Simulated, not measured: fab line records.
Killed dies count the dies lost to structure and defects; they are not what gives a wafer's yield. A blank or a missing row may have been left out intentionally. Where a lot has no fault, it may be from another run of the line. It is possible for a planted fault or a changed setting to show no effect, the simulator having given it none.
A lot that was struck, set against a sound lot    flow n5Finfet    41 out of 1938 route steps
Sound: wafers L567.1, L567.3, L567.4. The struck wafers were L568.1, L568.3, L568.5. The cause comes at the end.
At each step with rows: each side's tool, then ch and its chambers, then its first start. Under that, the readings that differ: sound wafers    struck wafers    difference of the means    sigmas: that difference in standard deviations of wafers without a fault.
alike: readings whose means differ by less than 2 such deviations, and words and numbers that are the same on both sides. not compared: withheld readings, readings that some wafer has no value for, bounds like >300 that may hide the same value, and numbers for which the record gives no deviation and whose values overlap.
Wherever a step has rows on one side only, a row that says differs or no value, or a row with sigmas, the two part there. Numbers that don't overlap but have no deviation are shown without sigmas and don't part them. Lack of a reading on every wafer of one side parts them only where that side has two or more wafers.

first, 11 steps without rows for these wafers: N5_BEOL_M0_SAQP_STRIP_115 (strips in post etch residue remover, time 60 s); N5_BEOL_M0_SAQP_SRD_93 (time 30 s); N5_BEOL_M0_SAQP_RECESS_114 (chemistry HF/NH3, target SiO2, target depth 14.4 nm, afs cycles 3, sublimation time 60 s); N5_BEOL_M0_SAQP_SPACER1_ALD_98 (deposits SiO2, target thk 12.8 nm, pulse time 1 s, purge time 2 s); N5_BEOL_M0_SAQP_SPACER1_ETCHBACK_99 (etches SiO2 in CHF3/O2, target depth 15.4 nm, time 7.7 s); N5_BEOL_M0_SAQP_MANDREL1_REMOVE_100 (chemistry HBr/Cl2/O2, target a-Si, stops on SiNx, bt time 10 s); N5_BEOL_M0_SAQP_ETCH_101 (etches SiNx in CH3F/O2, target depth 29.9 nm, time 42.7 s); N5_BEOL_M0_SAQP_ETCH_102 (etches SiO2 in CF4, target depth 4 nm, time 4.4 s); N5_BEOL_M0_SAQP_MANDREL_ETCH_103 (etches a-Si in HBr/Cl2, stops on SiCN, target depth 45 nm, bt time 10 s, time 27 s); N5_BEOL_M0_SAQP_RECESS_104 (chemistry HF/NH3, target SiO2, target depth 18 nm, afs cycles 3, sublimation time 60 s); N5_BEOL_M0_SAQP_COAT_105 (time 60 s, resist thk 100 nm).
N5_BEOL_M0_SAQP_ETCH_106: etches SOC in N2/H2, stops on SiNx, target depth 150 nm.
  sound on rieDiel-06 ch 0,3, day 6 14:01; struck on rieDiel-06 ch 0,3, day 6 20:54
  alike: drypumpMotorCurrentA, oesProductAu, rfVppV, showerheadPlenumPTorr, throttleValvePct
  not compared: rfHoursCounterH
then, 15 steps without rows for these wafers: N5_BEOL_M0_SAQP_ETCH_107 (etches SiNx in CH3F/O2, target depth 30 nm); N5_BEOL_M0_SAQP_STRIP_108 (strips in N2/H2); N5_BEOL_M0_SAQP_RECESS_109 (chemistry HF/NH3, target SiO2, target depth 3 nm, afs cycles 1, sublimation time 60 s); N5_BEOL_M0_SAQP_SPACER2_ALD_26 (deposits SiO2, target thk 15 nm, pulse time 1 s, purge time 2 s); N5_BEOL_M0_SAQP_SPACER2_ETCHBACK_27 (etches SiO2 in CHF3/O2, target depth 22.5 nm, time 11.25 s); N5_BEOL_M0_SAQP_MANDREL2_REMOVE_110 (chemistry HBr/Cl2/O2, target a-Si, stops on SiCN, bt time 10 s); N5_BEOL_M0_SAQP_COAT_69 (time 60 s, resist thk 90 nm); N5_BEOL_M0_SAQP_COAT_72 (time 60 s, resist thk 15 nm); N5_BEOL_M0_SAQP_COAT_87 (time 60 s, resist thk 5 nm); N5_BEOL_M0_SAQP_COAT_34 (resist thk 30 nm); N5_BEOL_M0_SAQP_EBR_36; N5_BEOL_M0_SAQP_SOFTBAKE_35 (time 60 s); N5_BEOL_M0_SAQP_EXPOSE_37 (exposes mask M0 CUT1, target cd 30 nm); N5_BEOL_M0_SAQP_PEB_38 (peb time 60 s); N5_BEOL_M0_SAQP_DEVELOP_39 (develop time 30 s).
N5_BEOL_M0_SAQP_INSPECT_42: inspects for defects (brightfield).
  struck on defectInspect-02, day 6 22:21; sound on defectInspect-02, day 6 15:37
reading         sound        struck          difference  sigmas
rawDefectCount  431 323 388  1354 1262 1325  +933        +12
then, 10 steps without rows for these wafers: N5_BEOL_M0_SAQP_DESCUM_45 (chemistry O2, time 7 s); N5_BEOL_M0_SAQP_ETCH_88 (etches underlayer in N2/H2, target depth 6.5 nm, time 5.2 s); N5_BEOL_M0_SAQP_ETCH_73 (etches SiARC in CF4, target depth 19.5 nm, time 32.5 s); N5_BEOL_M0_SAQP_CUT_ETCH_46 (etches SOC in N2/H2, target depth 135 nm, overetch 27 nm, time 202.5 s); N5_BEOL_M0_SAQP_STRIP_74 (strips in N2/H2); N5_BEOL_M0_SAQP_STRIP_89 (strips in N2/H2); N5_BEOL_M0_SAQP_ALD_48 (deposits SiO2, target thk 20 nm, pulse time 1 s, co reactant pulse time 1 s); N5_BEOL_M0_SAQP_ETCH_49 (etches SiO2 in CF4/O2, target depth 37 nm); N5_BEOL_M0_SAQP_STRIP_75 (strips in CF4); N5_BEOL_M0_CUTY_COAT_50 (time 60 s, resist thk 15 nm).
N5_BEOL_M0_CUTY_INSPECT_59: inspects for defects (macro).
  struck on defectInspect-02, day 7 00:11; sound on defectInspect-01, day 6 16:53
reading         sound  struck          difference  sigmas
rawDefectCount  1 2 0  >300 >300 >300  differs     
-- here the record skips 2 days between the struck wafers' starts before and after, leaving off in module BEOL_M0_CUTY and picking up in module BEOL_M4 (first step shown: number 1111 of the route) --
N5_BEOL_M4_RC_MEAS_101:
  sound on prober-01 ch 0, day 9 07:37; struck on prober-02 ch 0, day 9 10:13
reading    sound           struck          difference  sigmas
VT_P (mV)  -252 -254 -254  -247 -245 -247  +7          +2
  alike: DIBL_N, DIBL_P, IOFF_N, IOFF_P, ION_N, ION_P, SS_N, SS_P, VT_N
-- the record jumps here: 4 days lie between the struck wafers' starts before and after (it left off in module BEOL_M4 and takes up again in module PASSIVATION, whose first step shown is number 1936 of the route) --
N5_PASSIVATION_PROBE_49:
  struck on prober-01, day 13 20:43; sound on prober-02, day 13 19:22
reading                  sound           struck          difference  sigmas
defectLimitedYield (%)   91.6 91.2 90.9  85.3 87.8 85.3  -5.1        -3
killed_at_M0_to_M3       27 44 42        110 84 107      +63         +6
killed_at_M4_up          11 11 11        27 23 19        +12         +2
killedDies               99 104 107      173 144 173     +60         +3
killedOnRim              16 11 11        28 36 35        +20         +5
sort_bin_5_function (%)  5.5 5.8 5.7     8.6 7.9 7.5     +2.3        +2
sortNPass                1081 1076 1073  1007 1036 1007  -60         -3
sortYieldPct (%)         91.6 91.2 90.9  85.3 87.8 85.3  -5.1        -3
  alike: killedAtContacts, killedAtFrontEnd, killedAtOther, killedOpen, killedShort, sort_bin_6_memory

WHERE THEY PART
Earliest at N5_BEOL_M0_SAQP_INSPECT_42; latest, in this record, at N5_PASSIVATION_PROBE_49.

WHY: whatever the simulator had introduced
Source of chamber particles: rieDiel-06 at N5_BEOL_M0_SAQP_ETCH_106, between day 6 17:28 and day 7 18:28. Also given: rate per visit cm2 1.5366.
